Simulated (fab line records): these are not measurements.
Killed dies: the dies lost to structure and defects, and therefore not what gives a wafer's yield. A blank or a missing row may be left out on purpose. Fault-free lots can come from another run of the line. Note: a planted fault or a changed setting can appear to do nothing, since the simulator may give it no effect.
Matching of chambers -- flow n5 finfet -- rie diel-03 running N5_BEOL_M2_ETCH_64: 4 sister chambers
The step etches SOC in N2/H2, target depth 75 nm, overetch 22.5 nm, time 121.9 s. 4 wafers are shown with their chamber, then 9 later ones without.

== WAFERS WITH THEIR CHAMBER ==
wafer,chamber,showerhead plenum p Torr (Torr)
L083.5,2,2.65
L084.5,0,2.50
L087.4,1,2.50
L087.6,3,2.43

== WAFERS WHOSE CHAMBER IS MISSING ==
wafer,showerhead plenum p Torr (Torr)
L088.1,2.65
L088.2,2.49
L088.6,2.65
L090.1,2.43
L090.2,2.49
L090.3,2.65
L096.1,2.64
L096.2,2.42
L096.5,2.42

== EACH ONE'S CHAMBER ==
wafer,from the rows above,in truth
L088.1,2,2
L088.2,can't be placed: 0 or 1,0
L088.6,2,2
L090.1,3,3
L090.2,can't be placed: 0 or 1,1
L090.3,2,2
L096.1,2,2
L096.2,3,3
L096.5,3,3
Correct placement for 7 of the 9. Unplaceable from these rows: 2, with the true chamber sitting among the candidates in 2. Wrongly placed: 0.
How it was worked out, from the rows above alone: a wafer's distance from a chamber is the root of the sum, over the readings, of the square of ((its reading less the chamber's mean) divided by the reading's scatter). The wafer belongs to the nearest chamber; if the next one is less than 2 further off, it can't be placed. Each chamber's mean is taken over the wafers shown for it. The scatter: root of mean squared gap, hidden wafer to nearest shown wafer, with one shown wafer a chamber.
